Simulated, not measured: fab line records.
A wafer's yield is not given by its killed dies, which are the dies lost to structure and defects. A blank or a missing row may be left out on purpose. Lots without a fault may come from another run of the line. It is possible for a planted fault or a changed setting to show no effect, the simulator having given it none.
Split-lot experiment / flow n5Finfet / 21 wafers read across 7 lots, on a route 1938 steps long

## ABOUT THE SPLIT
At N5_BEOL_M12_TRENCH_ETCH_34 (etches SiOC in C4F8/O2/Ar, target depth 318.95 nm, time 125.5 s), the setting timeS was moved away from the recipe's 125.5 s on 8 of the 21 wafers read, by -19.9% to +10.4%. The other wafers ran this setting at the recipe's value.

## FROM THE SPLIT TO THE READING: what the file shows between them, 10 steps
- N5_BEOL_M12_STRIP_70: strips in C4F8/O2/Ar
- N5_BEOL_M12_OCD_MEAS_35
- N5_BEOL_M12_SPUTTER_44: material Ta, target thk 10 nm, time 16.13 s (also split here: timeS)
- N5_BEOL_M12_SPUTTER_45: material Cu, target thk 80 nm, time 13.33 s
- N5_BEOL_M12_ECD_47: material Cu, target thk 720 nm
- N5_BEOL_M12_ANNEAL_48: time 90 s
- N5_BEOL_M12_CMP_49: polishes, stops on SiOC, t overpolish 20.6 s, target thk 320 nm
- N5_BEOL_M12_THK_MEAS_50: measures by xrf
- N5_BEOL_M12_PRE_CLEAN_52: time 15 s
- N5_BEOL_M12_DEP_53: deposits SiCN from 3MS/NH3, target thk 30 nm, time 10.5 s

## THE READING
M12_RS, in ohm/sq, at N5_BEOL_M12_RS_MEAS_54 (measures by four-point-probe). On this fab line, fault-free wafers typically give 0.0599 ohm/sq with a standard deviation of 0.00069 ohm/sq.

wafer=L076.2; tool, chamber at the split=rieDiel-05, 3; timeS as run, s=125.5; against the recipe=recipe; M12_RS, ohm/sq=0.0593; against lot-mates on the recipe=-
wafer=L076.4; tool, chamber at the split=rieDiel-05, 0; timeS as run, s=125.5; against the recipe=recipe; M12_RS, ohm/sq=0.0606; against lot-mates on the recipe=-
wafer=L076.6; tool, chamber at the split=rieDiel-05, 1; timeS as run, s=125.5; against the recipe=recipe; M12_RS, ohm/sq=0.0605; against lot-mates on the recipe=-
wafer=L078.1; tool, chamber at the split=rieDiel-01, 1; timeS as run, s=125.5; against the recipe=recipe; M12_RS, ohm/sq=0.0610; against lot-mates on the recipe=-
wafer=L078.3; tool, chamber at the split=rieDiel-01, 2; timeS as run, s=125.5; against the recipe=recipe; M12_RS, ohm/sq=0.0598; against lot-mates on the recipe=-
wafer=L078.6; tool, chamber at the split=rieDiel-01, 1; timeS as run, s=125.5; against the recipe=recipe; M12_RS, ohm/sq=0.0608; against lot-mates on the recipe=-
wafer=L079.2; tool, chamber at the split=rieDiel-05, 3; timeS as run, s=132.7; against the recipe=+5.7%; M12_RS, ohm/sq=0.0565; against lot-mates on the recipe=-0.0028
wafer=L079.5; tool, chamber at the split=rieDiel-05, 1; timeS as run, s=132.7; against the recipe=+5.7%; M12_RS, ohm/sq=0.0562; against lot-mates on the recipe=-0.0031
wafer=L079.6; tool, chamber at the split=rieDiel-05, 2; timeS as run, s=125.5; against the recipe=recipe; M12_RS, ohm/sq=0.0593; against lot-mates on the recipe=-
wafer=L083.3; tool, chamber at the split=rieDiel-06, 1; timeS as run, s=125.5; against the recipe=recipe; M12_RS, ohm/sq=0.0602; against lot-mates on the recipe=-
wafer=L083.5; tool, chamber at the split=rieDiel-06, 3; timeS as run, s=125.5; against the recipe=recipe; M12_RS, ohm/sq=0.0601; against lot-mates on the recipe=-
wafer=L083.6; tool, chamber at the split=rieDiel-06, 0; timeS as run, s=125.5; against the recipe=recipe; M12_RS, ohm/sq=0.0607; against lot-mates on the recipe=-
wafer=L086.1; tool, chamber at the split=rieDiel-01, 3; timeS as run, s=125.5; against the recipe=recipe; M12_RS, ohm/sq=0.0601; against lot-mates on the recipe=-
wafer=L086.5; tool, chamber at the split=rieDiel-01, 3; timeS as run, s=100.5; against the recipe=-19.9%; M12_RS, ohm/sq=0.0764; against lot-mates on the recipe=+0.0163
wafer=L086.6; tool, chamber at the split=rieDiel-01, 2; timeS as run, s=100.5; against the recipe=-19.9%; M12_RS, ohm/sq=0.0764; against lot-mates on the recipe=+0.0163
wafer=L094.2; tool, chamber at the split=rieDiel-01, 3; timeS as run, s=111.3; against the recipe=-11.3%; M12_RS, ohm/sq=0.0696; against lot-mates on the recipe=+0.0105
wafer=L094.3; tool, chamber at the split=rieDiel-01, 0; timeS as run, s=125.5; against the recipe=recipe; M12_RS, ohm/sq=0.0591; against lot-mates on the recipe=-
wafer=L094.6; tool, chamber at the split=rieDiel-01, 3; timeS as run, s=111.3; against the recipe=-11.3%; M12_RS, ohm/sq=0.0688; against lot-mates on the recipe=+0.0097
wafer=L096.2; tool, chamber at the split=rieDiel-05, 3; timeS as run, s=138.5; against the recipe=+10.4%; M12_RS, ohm/sq=0.0541; against lot-mates on the recipe=-0.0059
wafer=L096.5; tool, chamber at the split=rieDiel-05, 1; timeS as run, s=138.5; against the recipe=+10.4%; M12_RS, ohm/sq=0.0547; against lot-mates on the recipe=-0.0053
wafer=L096.6; tool, chamber at the split=rieDiel-05, 2; timeS as run, s=125.5; against the recipe=recipe; M12_RS, ohm/sq=0.0600; against lot-mates on the recipe=-

THE FIT
A straight line over all 21 wafers: M12_RS changes by -0.000754 ohm/sq for each +1% of timeS; r = -0.99; the points scatter about the line by 0.00087 ohm/sq.
The same after taking each lot's own level away (the mean of its wafers on the recipe; 21 wafers): -0.000759 ohm/sq for each +1%; r = -0.99; scatter 0.00093 ohm/sq.
Per that fit: largest timeS move, reading shift of 0.015 ohm/sq.
The span of the lots' own levels, 0.05910 to 0.06053 ohm/sq, comes to 2.1 times the standard deviation stated above.
Hence the lot-to-lot level has little effect on the slope; both slopes agree.
Check: with one of the wafers moved furthest among these (-19.9%) left out of the fit, the line predicts +0.0155 ohm/sq for it against its lot-mates. Against them it came out at +0.0163 ohm/sq.

## ADDITIONAL SPLITS CARRIED BY THESE WAFERS
Before the reading, these wafers also passed through other splits. Each is held against what the fit with the lots' levels taken away leaves over:
other split on the same wafers=N5_BEOL_M10_TRENCH_ETCH_37 timeS; wafers away from the commonest value=9; r with M12_RS (lot level and that fit taken away)=-0.08
other split on the same wafers=N5_BEOL_M11_PECVD_70 tempC; wafers away from the commonest value=8; r with M12_RS (lot level and that fit taken away)=-0.26
other split on the same wafers=N5_BEOL_M12_SPUTTER_44 timeS; wafers away from the commonest value=10; r with M12_RS (lot level and that fit taken away)=-0.20

## THE WHOLE CHAIN: every reading that the file lists as answering this split, in the file's order
step=N5_BEOL_M12_TRENCH_ETCH_34; what it does=etches SiOC in C4F8/O2/Ar, target depth 318.95 nm, time 125.5 s; reading=etch.depthNm (the simulator's own value, which no gauge read); change (the file's fit)=+3.33 nm for each +1% of the setting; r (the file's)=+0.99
step=N5_BEOL_M12_OCD_MEAS_35; what it does=; reading=trenchDepthNm; change (the file's fit)=+3.31 nm for each +1% of the setting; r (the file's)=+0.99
step=N5_BEOL_M12_CMP_49; what it does=polishes, stops on SiOC, t overpolish 20.6 s, target thk 320 nm; reading=Cu_of_BEOL_M12_ECD_47.thkNm (the simulator's own value, which no gauge read); change (the file's fit)=+3.35 nm for each +1% of the setting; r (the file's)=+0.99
step=N5_BEOL_M12_THK_MEAS_50; what it does=measures by xrf; reading=M12_THK; change (the file's fit)=+3.26 for each +1% of the setting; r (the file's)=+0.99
step=N5_BEOL_M12_RS_MEAS_54; what it does=measures by four-point-probe; reading=M12_RS; change (the file's fit)=-0.000773 for each +1% of the setting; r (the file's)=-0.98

## THE FILE'S OWN FIT
M12_RS changes by -0.000773 ohm/sq for each +1% of timeS, r = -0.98.
